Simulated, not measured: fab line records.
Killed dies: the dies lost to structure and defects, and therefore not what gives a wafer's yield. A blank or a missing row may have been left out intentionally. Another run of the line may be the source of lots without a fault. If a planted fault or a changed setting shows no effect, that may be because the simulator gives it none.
Split-lot trial + flow n5-finfet + 21 wafers read across 7 lots, on a route 1938 steps long

ON THE SPLIT
At N5_BEOL_M2_ETCH_74 (etches underlayer in N2/H2, target depth 6.5 nm, time 5.2 s), the setting source-w was moved away from the recipe's 840 W on 5 of the 21 wafers read, by -16.6% to -6.9%. All remaining wafers had this setting at the recipe value.

The split's own step is where the reading is taken.

THE READING
rf-vpp-V, in V, at N5_BEOL_M2_ETCH_74 (etches underlayer in N2/H2, target depth 6.5 nm, time 5.2 s). Fault-free wafers of this fab line usually give 525.0 V, standard deviation 2.8 V.

| wafer  | tool, chamber at the split | source-w as run, W | against the recipe | rf-vpp-V, V | against lot-mates on the recipe |
|--------|----------------------------|--------------------|--------------------|-------------|---------------------------------|
| L076.3 | rie-diel-02, 0             | 840                | recipe             | 520.5       | -                               |
| L076.4 | rie-diel-02, 2             | 840                | recipe             | 526.9       | -                               |
| L076.6 | rie-diel-02, 2             | 840                | recipe             | 527.7       | -                               |
| L077.3 | rie-diel-04, 3             | 840                | recipe             | 524.2       | -                               |
| L077.5 | rie-diel-04, 2             | 840                | recipe             | 523.9       | -                               |
| L077.6 | rie-diel-04, 1             | 840                | recipe             | 522.3       | -                               |
| L078.4 | rie-diel-04, 2             | 840                | recipe             | 523.7       | -                               |
| L078.5 | rie-diel-04, 3             | 840                | recipe             | 527.2       | -                               |
| L078.6 | rie-diel-04, 1             | 840                | recipe             | 522.1       | -                               |
| L082.2 | rie-diel-02, 3             | 782.3              | -6.9%              | 534.1       | no lot-mate on the recipe       |
| L082.4 | rie-diel-02, 1             | 782.3              | -6.9%              | 540.8       | no lot-mate on the recipe       |
| L082.6 | rie-diel-02, 2             | 782.3              | -6.9%              | 538.5       | no lot-mate on the recipe       |
| L083.3 | rie-diel-05, 1             | 840                | recipe             | 528.9       | -                               |
| L083.5 | rie-diel-05, 1             | 840                | recipe             | 527.9       | -                               |
| L083.6 | rie-diel-05, 0             | 700.3              | -16.6%             | 557.5       | +29.1                           |
| L090.3 | rie-diel-05, 3             | 840                | recipe             | 527.9       | -                               |
| L090.4 | rie-diel-05, 2             | 840                | recipe             | 524.7       | -                               |
| L090.6 | rie-diel-05, 1             | 840                | recipe             | 528.4       | -                               |
| L094.2 | rie-diel-02, 1             | 840                | recipe             | 526.1       | -                               |
| L094.3 | rie-diel-02, 3             | 716.7              | -14.7%             | 547.5       | +25.0                           |
| L094.4 | rie-diel-02, 0             | 840                | recipe             | 518.9       | -                               |

FIT RESULTS
A straight line over all 21 wafers: rf-vpp-V changes by -1.78 V for each +1% of source-w; r = -0.95; the points scatter about the line by 3.1 V.
The same after taking each lot's own level away (the mean of its wafers on the recipe; 18 wafers): -1.73 V for each +1%; r = -0.97; scatter 2.3 V.
On that fit, the largest move of source-w shifts the reading by 29 V.
Measured against the standard deviation above, the lots' own levels, which go from 522.50 to 528.40 V, span 2.1 times it.
The two slopes are in agreement: the lot-to-lot level therefore moves the slope only a little.
Check: +28.3 V against its lot-mates is what the line predicts for one of the wafers moved furthest among these (-16.6%) when that wafer is left out of the fit. It came out at +29.1 V against them.
Tool readings at the split's step, against how far the setting was moved: etch-rf-on-time-s r = -0.95; rf-vpp-V r = -0.95.

THE OTHER SPLITS THESE WAFERS WENT THROUGH
Other splits were also applied to these wafers ahead of the reading. Each is held against what the fit with the lots' levels taken away leaves over:
| other split on the same wafers              | wafers away from the commonest value | r with rf-vpp-V (lot level and that fit taken away) |
|---------------------------------------------|--------------------------------------|-----------------------------------------------------|
| N5_BEOL_M0_SAQP_EXPOSE_11 dose-mj           | 9                                    | -0.18                                               |
| N5_BEOL_M0_SAQP_ETCH_106 target-depth-a     | 7                                    | -0.07                                               |
| N5_BEOL_M0_SAQP_SPACER2_ALD_26 target-thk-a | 7                                    | -0.14                                               |
| N5_BEOL_M0_ETCH_109 bias-w                  | 6                                    | +0.24                                               |
| N5_BEOL_M1_TRENCH_ETCH_37 time-s            | 9                                    | -0.23                                               |

THE WHOLE CHAIN: every reading that the file lists as answering this split, in the file's order
| step               | what it does                                                | reading           | change (the file's fit)              | r (the file's) |
|--------------------|-------------------------------------------------------------|-------------------|--------------------------------------|----------------|
| N5_BEOL_M2_ETCH_74 | etches underlayer in N2/H2, target depth 6.5 nm, time 5.2 s | etch-rf-on-time-s | withheld for each +1% of the setting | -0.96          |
| N5_BEOL_M2_ETCH_74 | etches underlayer in N2/H2, target depth 6.5 nm, time 5.2 s | rf-vpp-V          | -1.73 V for each +1% of the setting  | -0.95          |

FILE'S OWN FIT
rf-vpp-V changes by -1.73 V for each +1% of source-w, r = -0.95.
